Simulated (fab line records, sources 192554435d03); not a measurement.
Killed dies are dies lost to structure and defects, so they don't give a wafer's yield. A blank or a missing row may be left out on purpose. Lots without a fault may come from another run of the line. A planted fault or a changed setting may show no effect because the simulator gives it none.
fab line records | flow n5_finfet
record lots=4 wafers=12 last_day=18
route steps=1938 shown WELL_APT@38 PMOS_HMC_CHANNEL_EPI@57 BEOL_M4@1111 PASSIVATION@1936
lots that met no fault: from a run of the same line without faults
start_h: hours from the record's first day to the start of the lot's first wafer shown | wait_h: hours since the lot's step before | " the same as in the row above | L1.1+2: a row that stands for several wafers | - no value, or no start given | * or withheld: withheld | < > ~ a bound
route shown NAME@n: a module of which the file shows steps, and the number in the route of the first | usual: mean/standard deviation of fault-free wafers | same: alike in all rows | chamber/n: place in a boat | sites: the reading at each site | _std_site: their standard deviation | _edge_site: outer sites' mean less inner sites' | radius_mm: how far each site lies from the wafer's centre | mask NAME#n: copy n | behind: the tool/chamber that last shaped the wafer | hold: why the lot was held/for how many hours/how that ended | device: the transistor (n, p or np) that didn't switch | end of line: the same wafers' tests at the end of the route | a step without rows: its recipe alone | killed: dies lost to structure and defects at the first sort, not the wafer's yield | map: a wafer's dies, x killed, . not, _ none there
set.NAME: the setting as run; set.NAME@STEP: as run at that earlier step | model.NAME: the simulator's own value behind a step, which no gauge read
lots at some steps of the route; a table a step, a row a wafer
## steps
# step N5_WELL_APT_SOFTBAKE_20
# recipe temp_c=130 time_s=60
# step N5_WELL_APT_EXPOSE_22
# recipe mask_id=PWELL na=0.8 source_shape=conventional sigma_outer=0.8 polarization=unpolarized defocus_nm=0 target_cd_nm=200 dose_mj=23.2
# step N5_WELL_APT_PEB_23
# recipe peb_temp_c=130 peb_time_s=90
# step N5_WELL_APT_DEVELOP_24
# recipe develop_time_s=45 rinse_liquid=surfactant_rinse dry=air_spin dev_temp_c=21
# step N5_WELL_APT_HARDBAKE_29
# recipe temp_c=130 time_s=120
# step N5_WELL_APT_DESCUM_30
# recipe chemistry=O2 time_s=7.9 source_power_w=50 bias_power_w=20 pressure_mtorr=20 rf_frequency_hz=2.712e+07 temp_c=40 o2_flow_sccm=225
# step N5_WELL_APT_IMPLANT_31
# recipe species=B energy_kev=60 dose_cm2=1.5e+13 tilt_deg=0 rotation_deg=0
# step N5_WELL_APT_IMPLANT_32
# recipe species=BF2 energy_kev=50 dose_cm2=2e+13 tilt_deg=0 rotation_deg=0
# step N5_WELL_APT_STRIP_33
# recipe chemistry=SPM time_s=900 temp_c=130 h2so4_h2o2_vol_ratio=4 dry=ipa_marangoni
# step N5_WELL_APT_RTA_34
# recipe temp_c=1000 time_s=10 ambient=N2 idle_temp_c=600 ramp_up_c_per_s=150 ramp_down_c_per_s=60 cool_to_c=600
# usual anneal_temp_c_max=1004.1/0.87 lamp_power_pct=12.99/0.051 lamp_zone_5_pct=12.998/0.029 wafer_temp_C_max=1003.6/1
# columns lot.wafer tool chamber start_h wait_h anneal_temp_c_max lamp_power_pct lamp_zone_5_pct wafer_temp_C_max
L385.1 rtp_anneal-01 - 82.21 0.4 - - - -
L385.2 " - " " - - - -
L385.4 " - " " - - - -
L386.2 rtp_anneal-02 - 87.80 0.1 - - - -
L386.4 " - " " - - - -
L386.6 " - " " - - - -
L396.2 rtp_anneal-02 0 148.09 0.3 1003.9 12.93 13.010 1003.1
L396.4 " 0 " " 1004.0 13.05 12.991 1004.0
L396.5 " 0 " " 1004.8 12.97 12.970 1005.0
L397.3 rtp_anneal-01 0 153.86 0.1 1003.5 13.00 12.985 1004.4
L397.5 " 0 " " 1002.4 13.05 13.002 1004.6
L397.6 " 0 " " 1002.5 12.94 12.999 1002.7
# step N5_WELL_APT_OXIDE_STRIP_42
# recipe chemistry=dHF dilution=25:1 time_s=45 temp_c=25 target=SiO2 target_depth_a=120
# step N5_WELL_APT_PRECLEAN_36
# recipe chemistry=O3/DIW time_s=45 temp_c=22 o3_ppm=10
# step N5_WELL_APT_PRECLEAN_39
# recipe chemistry=dHF time_s=60 dilution=150:1 temp_c=25
# step N5_WELL_APT_SRD_37
# recipe dry=ipa_marangoni do_ppb=5 time_s=30 temp_c=23 rinse_liquid=diw
# step N5_WELL_APT_EPI_41
# recipe material=Si target_thk_a=500 temp_c=650 precursor=SiH4/H2 pressure_torr=20 time_s=297.7
# step N5_PMOS_HMC_CHANNEL_EPI_HM_DEP_34
# recipe material=SiO2 target_thk_a=360 temp_c=400 precursor=TEOS/O2 pressure_torr=6.5 rf_w=900 teos_flow_sccm=161.4 gas=O2 flow_sccm=2650 time_s=6.9
# step N5_PMOS_HMC_CHANNEL_EPI_COAT_31
# recipe resist=BARC temp_c=205 time_s=60 spin_rpm=1500 resist_thk_nm=66
# step N5_PMOS_HMC_CHANNEL_EPI_COAT_03
# recipe resist=CAR-ArF-block spin_rpm=1500 resist_thk_nm=205
# step N5_PMOS_HMC_CHANNEL_EPI_EBR_05
# recipe solvent=PGMEA ebr_width_mm=1.5
# step N5_PMOS_HMC_CHANNEL_EPI_SOFTBAKE_04
# recipe temp_c=110 time_s=60 resist=CAR-ArF-block
# step N5_PMOS_HMC_CHANNEL_EPI_EXPOSE_06
# recipe mask_id=PMOS_HMC_BLK na=1.35 source_shape=conventional sigma_outer=0.8 polarization=unpolarized target_cd_nm=240 dose_mj=41
# step N5_PMOS_HMC_CHANNEL_EPI_PEB_07
# recipe peb_temp_c=110 peb_time_s=60 resist=CAR-ArF-block
# step N5_PMOS_HMC_CHANNEL_EPI_DEVELOP_08
# recipe develop_time_s=30 developer=TMAH resist=CAR-ArF-block dev_temp_c=23 rinse_liquid=diw dry=air_spin
# step N5_PMOS_HMC_CHANNEL_EPI_DESCUM_14
# recipe chemistry=O2 time_s=7.9 source_power_w=50 bias_power_w=20 pressure_mtorr=20 rf_frequency_hz=2.712e+07 temp_c=40 resist=CAR-ArF-block o2_flow_sccm=225
# step N5_PMOS_HMC_CHANNEL_EPI_ETCH_32
# recipe chemistry=N2/H2 target=BARC stop_on=SiO2 target_depth_a=858 over_etch_frac=0.3 time_s=50.3 ion_energy_ev=200 mask_material=CAR-ArF-block pressure_mtorr=30 source_w=840 bias_w=150 n2_flow_sccm=200 h2_flow_sccm=200
# step N5_PMOS_HMC_CHANNEL_EPI_HM_OPEN_15
# recipe chemistry=CHF3/O2 target=SiO2 mask_material=CAR-ArF-block target_depth_a=406 CHF3_flow_sccm=50 O2_flow_sccm=5 Ar_flow_sccm=200 time_s=20.3 pressure_mtorr=30 source_w=650 bias_w=170 ion_energy_ev=200
# step N5_PMOS_HMC_CHANNEL_EPI_STRIP_33
# recipe chemistry=N2/H2 power_w=500 temp_c=40 pressure_mtorr=50 rf_frequency_hz=6e+07 overash_fraction=0.3 bias_power_w=8 h2_frac=0.5 n2_flow_sccm=300 h2_flow_sccm=300
# step N5_PMOS_HMC_CHANNEL_EPI_STRIP_17
# recipe chemistry=SPM time_s=750 temp_c=130 h2so4_h2o2_vol_ratio=4 dry=ipa_marangoni
# step N5_PMOS_HMC_CHANNEL_EPI_ETCH_38
# recipe chemistry=CF4 target=SiO2 target_depth_a=15 ion_energy_ev=350 pressure_mtorr=10 icp_w=800 bias_w=400 cf4_flow_sccm=80
# step N5_PMOS_HMC_CHANNEL_EPI_FIN_RECESS_16
# recipe chemistry=HBr/Cl2 target=Si mask_material=SiO2 target_depth_a=540 time_s=18 pressure_mtorr=10 icp_w=800 bias_w=75 HBr_flow_sccm=150 Cl2_flow_sccm=80
# step N5_PMOS_HMC_CHANNEL_EPI_PRECLEAN_36
# recipe chemistry=O3/DIW time_s=45 temp_c=22 o3_ppm=10
# step N5_PMOS_HMC_CHANNEL_EPI_PRECLEAN_18
# recipe chemistry=DHF time_s=30 temp_c=25 dilution=withheld
# step N5_PMOS_HMC_CHANNEL_EPI_SRD_19
# recipe dry=ipa_marangoni do_ppb=5 time_s=30 temp_c=23 rinse_liquid=diw
# step N5_PMOS_HMC_CHANNEL_EPI_EPI_20
# recipe material=SiGe30 mask_material=SiO2 pressure_torr=20 target_thk_a=590 temp_c=600
# step N5_PMOS_HMC_CHANNEL_EPI_HM_STRIP_35
# recipe chemistry=dHF temp_c=25 material=SiO2 target=SiO2 target_depth_a=396 time_s=216
# step N5_BEOL_M4_RC_MEAS_101
# usual CJ_N=4.37/0.08 CJ_P=5.87/0.16 DIBL_N=36.1/1.7 DIBL_P=35.9/2.1 IOFF_N=0.154/0.029 IOFF_N_LONG=5.44e-05/2e-06 IOFF_P=0.21/0.035 IOFF_P_LONG=0.000109/8.5e-06 ION_N=673/10 ION_P=463/7.5 RS_NWELL=1037/6.2 RS_PWELL=3007/21 SS_N=71.6/0.59 SS_P=73.2/0.69 VT_N=250.5/2.9 VT_N_LONG=275.7/1.9 VT_N_LVT=100/3.1 VT_P=-250/3.2
# columns lot.wafer tool chamber start_h wait_h CJ_N CJ_P DIBL_N[mV/V] DIBL_P[mV/V] IOFF_N[nA/um] IOFF_N_LONG[nA/um] IOFF_P[nA/um] IOFF_P_LONG[nA/um] ION_N[uA/um] ION_P[uA/um] RS_NWELL[ohm/sq] RS_PWELL[ohm/sq] SS_N[mV/dec] SS_P[mV/dec] VT_N[mV] VT_N_LONG[mV] VT_N_LVT[mV] VT_P[mV]
L386.2 prober-01 0 252.70 0.2 3.21 4.83 40.6 35.2 0.189 7.31e-05 0.18 0.000142 594 439 998 2524 75.9 73.4 264.1 297.8 112 -254
L386.4 " 0 " " 3.22 4.83 38.3 36.2 0.135 7.37e-05 0.19 0.00014 616 449 996 2543 72.1 73.0 258.9 296.8 108 -252
L386.6 " 0 " " 3.24 4.86 41.9 37.1 0.222 7.32e-05 0.20 0.00014 616 441 996 2528 74.9 73.5 258.7 299.8 110 -252
L385.1 prober-02 0 255.66 0.0 3.27 4.60 35.5 32.9 0.113 7.4e-05 0.16 0.000134 602 440 1002 2522 72.1 73.1 264.1 297.8 112 -253
L385.2 " 0 " " 3.25 4.76 38.3 36.2 0.159 7.41e-05 0.20 0.000138 600 444 999 2512 74.4 73.5 261.0 298.5 110 -252
L385.4 " 0 " " 3.25 4.64 35.0 33.5 0.105 7.39e-05 0.17 0.000134 605 444 1004 2527 71.5 72.8 263.5 297.9 112 -255
L396.2 prober-01 0 321.80 0.2 4.22 6.13 35.9 37.4 0.157 5.17e-05 0.20 0.000103 667 462 1036 2997 72.5 73.4 250.8 277.9 100 -251
L396.4 " 0 " " 4.29 6.14 38.6 40.3 0.206 5.24e-05 0.25 0.000104 682 468 1041 2995 72.4 73.9 246.7 274.6 97 -248
L396.5 " 0 " " 4.38 5.95 35.6 36.8 0.154 5.28e-05 0.19 0.000101 669 458 1030 3010 71.5 73.1 250.8 277.0 101 -250
L397.3 prober-02 0 322.57 0.5 4.26 5.93 36.9 35.6 0.153 5.42e-05 0.20 0.000103 673 460 1041 3057 71.0 73.0 249.8 274.3 100 -250
L397.5 " 0 " " 4.31 5.76 37.4 35.3 0.154 5.42e-05 0.20 9.9e-05 675 462 1033 3014 71.3 73.4 251.5 275.5 99 -251
L397.6 " 0 " " 4.26 6.04 38.2 36.7 0.174 5.44e-05 0.22 0.000103 671 456 1040 3023 71.5 73.8 248.1 275.1 98 -249
# step N5_PASSIVATION_PROBE_49
# usual defect_limited_yield=91.3/1.4 killed_at_M0_to_M3=34/9.2 killed_at_M4_up=13/5.3 killed_at_contacts=12/6 killed_at_front_end=39/12 killed_at_other=4/3.3 killed_dies=102/17 killed_open=67/12 killed_short=34/7.4 sort_bin_5_function=5.1/1 sort_bin_6_memory=3.2/0.6 sort_bin_8_speed=0.00/0.007 sort_n_pass=1078/17 sort_yield_pct=91.3/1.4
# same gross_dies=1180 killed_at_back_side=0 sort_bin_4_leakage[%]=0
# columns lot.wafer tool chamber start_h wait_h defect_limited_yield[%] killed_at_M0_to_M3 killed_at_M4_up killed_at_contacts killed_at_front_end killed_at_other killed_dies killed_open killed_short sort_bin_5_function[%] sort_bin_6_memory[%] sort_bin_8_speed[%] sort_n_pass sort_yield_pct[%]
L385.1 prober-01 - 362.15 0.0 88.9 24 27 18 55 7 131 80 40 6.2 4.2 88.22 8 0.7
L385.2 prober-01 - 362.20 0.1 92.7 31 13 7 33 2 86 54 28 4.3 2.9 90.68 24 2.0
L385.4 prober-01 - 362.30 0.2 92.4 31 12 10 33 4 90 62 26 4.1 3.5 90.68 20 1.7
L386.2 prober-02 - 364.54 0.1 88.5 34 18 21 62 1 136 90 44 7.0 3.9 88.39 1 0.1
L386.4 prober-02 - 364.64 0.2 89.8 46 14 19 38 3 120 74 46 6.1 3.6 53.64 427 36.2
L386.6 prober-02 - 364.74 0.3 93.7 28 4 12 24 6 74 50 22 3.8 2.3 72.80 247 20.9
L396.5 prober-01 - 443.36 0.2 92.3 30 5 5 48 3 91 56 34 4.5 2.6 0 1089 92.3
# killed by level:class
L385.1 BEOL_M4:geometric_particle:open=15 MOL_CONTACT_COAG:geometric_particle:open=14 DUMMY_GATE:geometric_particle:open=12 BEOL_M2:geometric_particle:open=6 HKMG_FIN:area_etch=6 FIN_SAQP:geometric_particle:open=5 BEOL_M4:geometric_particle:short=5 STARTING-WAFER:geometric_particle:short=5
L385.2 BEOL_M1:geometric_particle:open=10 BEOL_M4:geometric_particle:open=8 MOL_CONTACT_COAG:geometric_particle:open=6 GATE_CUT:geometric_particle:short=5 BEOL_M2:geometric_particle:open=5 BEOL_M0:geometric_particle:open=4 STI_FIN_REVEAL:geometric_particle:open=4 DUMMY_GATE:geometric_particle:open=4
L385.4 MOL_CONTACT_COAG:geometric_particle:open=9 FIN_SAQP:geometric_particle:open=7 BEOL_M0_SAQP:geometric_particle:open=7 BEOL_M0_SAQP:geometric_particle:short=7 BEOL_M4:geometric_particle:open=6 STI_FIN_REVEAL:geometric_particle:open=5 DUMMY_GATE:geometric_particle:open=5 BEOL_M1:geometric_particle:open=4
L386.2 FIN_SAQP:geometric_particle:open=29 FIN_SAQP:geometric_particle:short=15 MOL_CONTACT_COAG:geometric_particle:open=14 BEOL_M0_SAQP:geometric_particle:open=8 BEOL_M0_SAQP:geometric_particle:short=8 MOL_CONTACT_COAG:geometric_particle:short=7 BEOL_M4:geometric_particle:open=7 BEOL_M2:geometric_particle:open=6
L386.4 BEOL_M0_SAQP:geometric_particle:short=21 MOL_CONTACT_COAG:geometric_particle:open=16 FIN_SAQP:geometric_particle:open=12 BEOL_M0_SAQP:geometric_particle:open=12 FIN_SAQP:geometric_particle:short=8 GATE_CUT:geometric_particle:short=7 BEOL_M4:geometric_particle:open=7 BEOL_M2:geometric_particle:open=6
L386.6 MOL_CONTACT_COAG:geometric_particle:open=9 FIN_SAQP:geometric_particle:open=8 BEOL_M3:geometric_particle:open=6 FIN_SAQP:geometric_particle:short=5 BEOL_M0_SAQP:geometric_particle:open=5 BEOL_M2:geometric_particle:open=5 BEOL_M0_SAQP:geometric_particle:short=4 STI_FIN_REVEAL:geometric_particle:open=3
L396.5 FIN_SAQP:geometric_particle:open=18 FIN_SAQP:geometric_particle:short=11 BEOL_M3:geometric_particle:open=6 STI_FIN_REVEAL:geometric_particle:open=5 BEOL_M2:geometric_particle:open=5 BEOL_M1:geometric_particle:open=4 MOL_CONTACT_COAG:geometric_particle:open=4 BEOL_M0_SAQP:geometric_particle:short=4
# map L385.1 (x killed, . not)
_________________x.........x.________________
______________x.x..............._____________
___________..x.xx....x....x........__________
__________......x..xx..xx.x.x...x..._________
________.............................._______
_______...x....x.x.....................______
______..x..........xx.x................._____
_____x..........x.....x...........x......____
____.x..xxx.....x......xx.................___
___.........x...............x..............__
___....x...x.......xx.x...x................__
__..x....................x.......x.xx..x...._
__......x......xx...........x...x......x...x_
_.................x.....x.................x.x
_.......xx.x.x...........x...x...........x.x.
_.......x.x................x.................
_..........................x......x.....x...x
_........x.......x........x...........x......
_.x............x.xx.x.....x.x................
_.....x...............x.x..x..........x......
_x................x.....x...................x
__...x..x.....x....x........x....x.........._
__.........x........x......x.......x.x.x...._
___....x...........x..............x........__
___....................x...x...x...........__
____xx...x......................x.........___
_____x.........x..............x..........____
______........x.....x..................._____
_______..x........................x....______
________.............................._______
__________.............x............_________
___________..........x.......x.....__________
______________x..x.......x...x.._____________
_________________............________________
# map L386.2 (x killed, . not)
_________________....x.......________________
______________.....x.x.........._____________
___________.......................x__________
__________.......................x.x_________
________...x...x........x........x...._______
_______.....x.......x.......x.x.x....x.______
______.....x......x.........x..........x_____
_____...........x.....x..x...x..x.......x____
____......x..x..................x........x___
___........................................__
___...x.......x....x...x......x...x..x....x__
__.......x........x..........x.......x......_
__.............x.............x.x........x..._
_.....x.x.x.x....xx.......x..................
_x...........x.........x...xx..............x.
_.x............x..x....x........x............
_...xx.....x.x...x........x..............x...
_..x.....x.x........x...........xx......x....
_...x.....x..x...xxx........x.......xx.......
_..x.............x....x...........x..x.......
_x.x..................x.x....................
__..........xx.........x.........x........x._
__..xx...............x.....x...............x_
___.x...........x........x..............x..__
___................x.....................x.__
____.........x.........x.x...............x___
_____....x...xx.......x......x......x....____
______..........x......................._____
_______......x......x...............x..______
________........x....................._______
__________.x...x............x......._________
___________....x..x..........x.....__________
______________...x........x....._____________
_________________......x.....________________
## key
first_sign step=N5_WELL_APT_RTA_34 reading=tool_record direction=missing
effect step=N5_BEOL_M4_RC_MEAS_101 reading=RS_PWELL direction=down sigmas=23 usual=3007 struck=2526
effect step=N5_BEOL_M4_RC_MEAS_101 reading=CJ_N direction=down sigmas=14 usual=4.37 struck=3.24
effect step=N5_BEOL_M4_RC_MEAS_101 reading=VT_N_LONG direction=up sigmas=12 usual=275.7 struck=298.1
effect step=N5_BEOL_M4_RC_MEAS_101 reading=IOFF_N_LONG direction=up sigmas=9.6 usual=5.44e-05 struck=7.36e-05
effect step=N5_BEOL_M4_RC_MEAS_101 reading=CJ_P direction=down sigmas=7 usual=5.87 struck=4.75
effect step=N5_BEOL_M4_RC_MEAS_101 reading=ION_N direction=down sigmas=6.5 usual=673 struck=605
effect step=N5_BEOL_M4_RC_MEAS_101 reading=RS_NWELL direction=down sigmas=6 usual=1037 struck=999
effect step=N5_BEOL_M4_RC_MEAS_101 reading=VT_N direction=up sigmas=3.8 usual=250.5 struck=261.7
effect step=N5_BEOL_M4_RC_MEAS_101 reading=VT_N_LVT direction=up sigmas=3.6 usual=100 struck=111
effect step=N5_BEOL_M4_RC_MEAS_101 reading=IOFF_P_LONG direction=up sigmas=3.4 usual=0.000109 struck=0.000138
effect step=N5_BEOL_M4_RC_MEAS_101 reading=SS_N direction=up sigmas=3.2 usual=71.6 struck=73.5 wafers_moved=4
effect step=N5_BEOL_M4_RC_MEAS_101 reading=ION_P direction=down sigmas=2.7 usual=463 struck=443
effect step=N5_PASSIVATION_PROBE_49 reading=sort_bin_8_speed direction=up sigmas=99+ usual=0.00 struck=80.73
met_at N5_WELL_APT_RTA_34
struck_wafers L385.1,L385.2,L385.4,L386.2,L386.4,L386.6
fault kind=skipped_step_whole tool=rtp_anneal-01,rtp_anneal-02 chamber=- onset_h=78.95 steps=N5_WELL_APT_RTA_34 scope=struck_lots_only
